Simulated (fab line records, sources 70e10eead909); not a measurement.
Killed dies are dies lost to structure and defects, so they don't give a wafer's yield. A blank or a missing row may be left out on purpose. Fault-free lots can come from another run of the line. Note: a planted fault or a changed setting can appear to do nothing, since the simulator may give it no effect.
A lot that was struck, set against a sound lot / flow nand_harc / 44 out of 1159 route steps
Sound: these wafers, L752.1, L752.2, L752.6. Struck: wafer L763.3 (L763.1, L763.4, from the same lot, were not struck and are left out); the cause is given at the end.
At each step with rows: each side's tool, then ch and its chambers, then its first start. Under that, the readings that differ: sound wafers / struck wafers / difference of the means / sigmas: that difference in standard deviations of wafers without a fault.
alike: readings with means less than 2 such deviations apart, plus words and numbers identical on both sides. not compared: withheld readings, readings lacking a value on some wafer, bounds such as >300 that could conceal the same value, and numbers that have no deviation in the record and whose values overlap.
A row with sigmas, a row that says differs or no value, or rows on one side alone: a step with any of these is where the two part. Numbers that have no deviation but don't overlap get no sigmas and don't part them. Lack of a reading on every wafer of one side parts them only where that side has two or more wafers.

first, 7 steps without rows for these wafers: NHARC_P_GATE_HMDS_19 (time 30 s); NHARC_P_GATE_COAT_20 (resist thk 90 nm); NHARC_P_GATE_SOFTBAKE_21 (time 55 s); NHARC_P_GATE_EBR_22; NHARC_P_GATE_EXPOSE_23 (exposes mask P GATE, target cd 120 nm); NHARC_P_GATE_PEB_24 (peb time 65 s); NHARC_P_GATE_DEVELOP_25 (develop time 35 s).
NHARC_P_GATE_CD_MEAS_26: the cd target is 120 nm.
  sound on cd_sem-01 ch 0, day 5 22:40; struck on cd_sem-02 ch 0, day 8 18:07
  alike: cd_nm
NHARC_P_GATE_OVL_MEAS_27:
  sound on overlay-01, day 5 22:45; struck on overlay-02, day 8 18:13
  alike: overlay_x_nm, overlay_y_nm
NHARC_P_GATE_INSPECT_28:
  sound on defect_inspect-02, day 5 22:47; struck on defect_inspect-01, day 8 18:15
  alike: raw_defect_count
NHARC_P_GATE_DESCUM_31: chemistry O2, time 3 s.
  sound on rie_diel-06 ch 0,2, day 5 22:51; struck on rie_diel-06 ch 1, day 8 18:19
  alike: drypump_motor_current_A, oes_product_au, rf_vpp_V, showerhead_plenum_p_Torr, throttle_valve_pct
  not compared: rf_hours_counter_h
NHARC_P_GATE_ETCH_104: etches the open film in CF4/CHF3, target depth 60 nm.
  sound on rie_diel-06 ch 0,2,3, day 5 22:56; struck on rie_diel-06 ch 2, day 8 18:31
reading=throttle_valve_pct (%); sound=16.789 16.799 16.795; struck=16.819; difference=+0.025; sigmas=+3
  alike: drypump_motor_current_A, oes_product_au, rf_vpp_V, showerhead_plenum_p_Torr
NHARC_P_GATE_HM_OPEN_105: chemistry O2/COS, target depth 360 nm.
  sound on rie_diel-06 ch 1,2,3, day 5 23:00; struck on rie_diel-06 ch 3, day 8 18:00
  alike: cos_flow_sccm, drypump_motor_current_A, oes_product_au, rf_vpp_V, showerhead_plenum_p_Torr, throttle_valve_pct
  not compared: rf_hours_counter_h
then, 4 steps without rows for these wafers: NHARC_P_GATE_STRIP_106 (strips in O2/COS); NHARC_P_GATE_ETCH_114 (etches the open film in CF4/O2, target depth 30 nm, overetch 3 nm, time 16.5 s); NHARC_P_GATE_ETCH_32 (etches the open film in HBr/Cl2, target depth 150 nm, time 100.1 s); NHARC_P_GATE_STRIP_108 (strips in O2).
NHARC_P_GATE_CD_MEAS_33:
  sound on cd_sem-01, day 5 23:39; struck on cd_sem-03, day 8 19:15
  alike: cd_nm
then, 18 steps without rows for these wafers: NHARC_P_GATE_STRIP_35 (strips in SPM, time 600 s); NHARC_P_GATE_PRECLEAN_73 (cleans in SC1); NHARC_P_GATE_SRD_74; NHARC_P_GATE_ALD_36 (deposits SiNx, target thk 20 nm, pulse time 60 s, ald cycles 223); NHARC_P_GATE_ETCHBACK_37 (etches the open film in CHF3/O2, target depth 34.5 nm, time 17.2 s); NHARC_P_GATE_STRIP_101 (strips in O2, time 20 s); NHARC_P_GATE_PRECLEAN_97 (cleans in SPM, time 600 s); NHARC_P_GATE_SRD_98; NHARC_P_GATE_PRECLEAN_99 (cleans in SC1); NHARC_P_GATE_SRD_100; NHARC_P_GATE_DEHYDRATE_38 (time 120 s); NHARC_P_GATE_HMDS_39 (time 30 s); NHARC_P_GATE_COAT_40; NHARC_P_GATE_SOFTBAKE_41 (time 95 s); NHARC_P_GATE_EBR_42; NHARC_P_GATE_EXPOSE_43 (exposes mask P NSD, target cd 720 nm); NHARC_P_GATE_PEB_44 (peb time 85 s); NHARC_P_GATE_DEVELOP_45 (time 70 s).
NHARC_P_GATE_CD_MEAS_46: the cd target is 720 nm.
  sound on cd_sem-01 ch 0, day 6 12:29; struck on cd_sem-02 ch 0, day 9 06:29
  alike: cd_nm
then, 1 step without rows for these wafers: NHARC_P_GATE_HARDBAKE_47 (time 80 s).
NHARC_P_GATE_DESCUM_48: chemistry O2, time 3 s.
  sound on rie_diel-03 ch 2,3, day 6 12:40; struck on rie_diel-07 ch 3, day 9 06:38
reading=throttle_valve_pct (%); sound=11.331 11.304 11.301; struck=11.292; difference=-0.020; sigmas=-2
  alike: drypump_motor_current_A, oes_product_au, rf_vpp_V, showerhead_plenum_p_Torr
  not compared: rf_hours_counter_h
after that, 1 step had no rows for these wafers: NHARC_P_GATE_IMPLANT_49.
NHARC_P_GATE_STRIP_111: strips in N2/H2, time 250 s.
  sound on plasma_asher-01 ch 0,1, day 6 13:01; struck on plasma_asher-01 ch 0, day 9 07:04
  alike: drypump_motor_current_A, heater_power_w
  not compared: rf_hours_counter_h
NHARC_P_GATE_STRIP_75: strips in O2.
  sound on plasma_asher-01 ch 0,1, day 6 13:19; struck on plasma_asher-01 ch 0, day 9 07:19
  alike: drypump_motor_current_A, heater_power_w
  not compared: rf_hours_counter_h
NHARC_P_GATE_INSPECT_68:
  sound on defect_inspect-01, day 6 18:54; struck on defect_inspect-02, day 9 12:54
reading=raw_defect_count; sound=241 268 215; struck=788; difference=+547; sigmas=+7
-- record jumps: 14 days between struck wafers' starts before vs after; left off in module P_GATE, resumes in module END, first step shown is number 1159 of the route --
NHARC_END_SORT_01:
  the record has rows for the struck wafers here (prober-02 ch 0, day 23 16:40) and none for the sound ones

WHERE THEY PART
First at NHARC_P_GATE_ETCH_104; last, within this record, at NHARC_END_SORT_01.

WHY: whatever the simulator had introduced
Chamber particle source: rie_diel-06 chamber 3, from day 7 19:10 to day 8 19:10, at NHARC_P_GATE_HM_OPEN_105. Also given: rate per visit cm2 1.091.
